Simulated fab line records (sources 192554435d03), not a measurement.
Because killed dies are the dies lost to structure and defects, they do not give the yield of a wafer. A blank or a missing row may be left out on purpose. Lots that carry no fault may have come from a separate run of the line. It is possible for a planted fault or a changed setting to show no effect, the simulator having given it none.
A lot that was struck, set against a sound lot / flow n5Finfet / 39 out of 1938 route steps
Sound: these wafers, L523.1, L523.2, L523.4. Struck: wafers L513.1, L513.6 (left out: L513.2, a lot-mate that was not struck); the cause follows at the end.
At each step with rows: each side's tool, then ch and its chambers, then its first start. Under that, the readings that differ: sound wafers / struck wafers / difference of the means / sigmas: that difference in standard deviations of wafers without a fault.
alike: readings with means less than 2 such deviations apart, plus words and numbers identical on both sides. not compared: withheld readings, readings lacking a value on some wafer, bounds such as >300 that could conceal the same value, and numbers that have no deviation in the record and whose values overlap.
A row with sigmas, a row that says differs or no value, or rows on one side alone: a step with any of these is where the two part. Numbers that don't overlap but have no deviation are shown without sigmas and don't part them. A reading that every wafer of one side lacks parts them only if that side has two wafers or more.

first, 9 steps without rows for these wafers: N5_HKMG_FIN_DESCUM_17 (chemistry O2, time 7.9 s); N5_HKMG_FIN_ETCH_31 (etches SiARC in CF4, target depth 45.5 nm, time 75.8 s); N5_HKMG_FIN_ETCH_32 (etches SOC in N2/H2, target depth 240 nm, time 300 s); N5_HKMG_FIN_STRIP_33 (strips in N2/H2); N5_HKMG_FIN_STRIP_34 (strips in CF4); N5_HKMG_FIN_ETCH_35 (etches SOC in N2/H2, target depth 215.8 nm, time 243.4 s); N5_HKMG_FIN_STRIP_92 (strips SOC in N2/H2, time 20 s); N5_HKMG_FIN_WET_ETCH_18 (etches TiN in SC1, time 55 s, target depth 5.2 nm, rinse time 30 s); N5_HKMG_FIN_STRIP_19 (strips in N2/H2, time 360 s).
N5_HKMG_FIN_ALD_91: deposits TiN, target thk 1 nm, pulse time 1 s, purge time 3 s.
  sound on aldMetal-04 ch 0,2,3, day 9 20:29; struck on aldMetal-02 ch 2,3, day 7 13:08
reading=aldCycles; sound=47 47 47; struck=58 58; difference=+11; sigmas=
  alike: heaterPowerOuterW, heaterPowerW, precursorPulseHeightRel
  not compared: sinceWetCleanH
then, 27 steps without rows for these wafers: N5_HKMG_FIN_COAT_85 (time 60 s, resist thk 300 nm); N5_HKMG_FIN_ETCH_86 (etches SOC in N2/H2, stops on TiN, target depth 393.2 nm); N5_HKMG_FIN_STRIP_89 (strips SOC in N2/H2, time 20 s); N5_HKMG_FIN_WET_ETCH_87 (etches TiN in SC1, time 154.2 s, target depth 4.7 nm, rinse time 30 s); N5_HKMG_FIN_STRIP_88 (strips in N2/H2, time 360 s); N5_HKMG_FIN_NWFM_ALD_20 (deposits TiAlC, target thk 2 nm, pulse time 3 s, purge time 2 s); N5_HKMG_FIN_ALD_71 (deposits TiN, target thk 1 nm, pulse time 1 s, purge time 3 s); N5_HKMG_FIN_COAT_66 (time 60 s, resist thk 300 nm); N5_HKMG_FIN_ETCH_67 (etches SOC in N2/H2, stops on TiN, target depth 388.9 nm); N5_HKMG_FIN_STRIP_90 (strips SOC in N2/H2, time 20 s); N5_HKMG_FIN_WET_ETCH_73 (etches the open film in SC1, time 42.3 s, target depth 1.3 nm, rinse time 30 s); N5_HKMG_FIN_ETCHBACK_68 (etches the open film in Cl2/Ar, stops on HfO2, target depth 0.5 nm); N5_HKMG_FIN_STRIP_69 (strips in N2/H2, time 360 s); N5_HKMG_FIN_ALD_21 (deposits TiN, target thk 1.5 nm, pulse time 1 s, purge time 3 s); N5_HKMG_FIN_ALD_72 (deposits W, target thk 2 nm, pulse time 1 s, purge time 2 s); N5_HKMG_FIN_W_FILL_22 (material W, target thk 60 nm, time 18.2 s); N5_HKMG_FIN_PRECLEAN_83 (cleans in DIW, time 57.5 s); N5_HKMG_FIN_SRD_84 (dry time 32 s); N5_HKMG_FIN_CMP_23 (polishes, stops on SiNx, t overpolish 10 s, target thk 46.326 nm); N5_HKMG_FIN_CMP_94 (polishes, stops on SiNx, t overpolish 4.7 s, target thk 43.299 nm); N5_GATE_CUT_ETCHBACK_00 (etches W in SF6/Cl2); N5_GATE_CUT_ETCH_56 (etches TiN in Cl2/Ar, target depth 21.6 nm); N5_GATE_CUT_ETCHBACK_30 (etches TiN in Cl2/Ar, target depth 3 nm); N5_GATE_CUT_VAPOR_ETCH_60 (etches HfO2 in BCl3/Cl2); N5_GATE_CUT_ETCH_58 (etches SiNx in CH3F/O2, target depth 17 nm, time 128.6 s); N5_GATE_CUT_STRIP_59 (strips in N2/H2, time 20 s); N5_GATE_CUT_PRECLEAN_31 (cleans in DIW, time 300 s).
-- the record jumps here: 6 days lie between the struck wafers' starts before and after (it left off in module GATE_CUT and takes up again in module BEOL_M4, whose first step shown is number 1111 of the route) --
N5_BEOL_M4_RC_MEAS_101:
  sound on prober-01 ch 0, day 16 21:06; struck on prober-01 ch 0, day 13 03:07
reading=IOFF_N (nA/um); sound=0.16 0.17 0.16; struck=0.08 0.07; difference=-0.09; sigmas=-3
reading=IOFF_N_85C (nA/um); sound=3.0 3.3 3.1; struck=1.7 1.6; difference=-1.5; sigmas=-3
reading=IOFF_N_LIN (nA/um); sound=0.073 0.080 0.078; struck=0.035 0.033; difference=-0.043; sigmas=-4
reading=IOFF_N_LONG (nA/um); sound=5.65e-05 5.65e-05 5.74e-05; struck=3.17e-05 3.1e-05; difference=-2.54e-05; sigmas=-10
reading=IOFF_P (nA/um); sound=0.21 0.23 0.23; struck=0.33 0.34; difference=+0.11; sigmas=+3
reading=IOFF_P_LIN (nA/um); sound=0.099 0.106 0.105; struck=0.153 0.156; difference=+0.051; sigmas=+3
reading=IOFF_P_LONG (nA/um); sound=0.000111 0.000109 0.000103; struck=0.000132 0.000138; difference=+0.000027; sigmas=+3
reading=ION_N (uA/um); sound=677 676 686; struck=622 633; difference=-52; sigmas=-4
reading=VT_N (mV); sound=251 249 248; struck=271 274; difference=+23; sigmas=+7
reading=VT_N_LONG (mV); sound=272.1 273.8 274.0; struck=299.0 296.9; difference=+24.6; sigmas=+13
reading=VT_N_LVT (mV); sound=100 99 98; struck=121 122; difference=+22; sigmas=+7
reading=VT_P (mV); sound=-249 -247 -250; struck=-239 -240; difference=+9; sigmas=+2
reading=VT_P_LVT (mV); sound=-99 -99 -99; struck=-88 -87; difference=+12; sigmas=+4
  alike: DIBL_N, DIBL_P, ION_P, SS_N, SS_P, VT_P_LONG
-- a jump in the record: the struck wafers' starts before and after are 4 days apart (it breaks off in module BEOL_M4 and resumes in module PASSIVATION, where the first step shown is number 1936 of the route) --
N5_PASSIVATION_PROBE_49:
  sound: prober-02 at day 20 19:57; struck: prober-02 at day 17 05:38
reading=sort_bin_8_speed (%); sound=0 0 0; struck=39.83 9.75; difference=+24.79; sigmas=+99 or more
reading=sortNPass; sound=1083 1062 1045; struck=617 969; difference=-270; sigmas=-18
reading=sortYieldPct (%); sound=91.8 90.0 88.6; struck=52.3 82.1; difference=-22.9; sigmas=-19
  alike: defectLimitedYield, killed_at_M0_to_M3, killed_at_M4_up, killedAtContacts, killedAtFrontEnd, killedAtOther, killedDies, killedOpen, killedShort, sort_bin_5_function, sort_bin_6_memory

WHERE THEY PART
At N5_BEOL_M4_RC_MEAS_101 first; at N5_PASSIVATION_PROBE_49 last (within this record only).

WHY: what the simulator had put in
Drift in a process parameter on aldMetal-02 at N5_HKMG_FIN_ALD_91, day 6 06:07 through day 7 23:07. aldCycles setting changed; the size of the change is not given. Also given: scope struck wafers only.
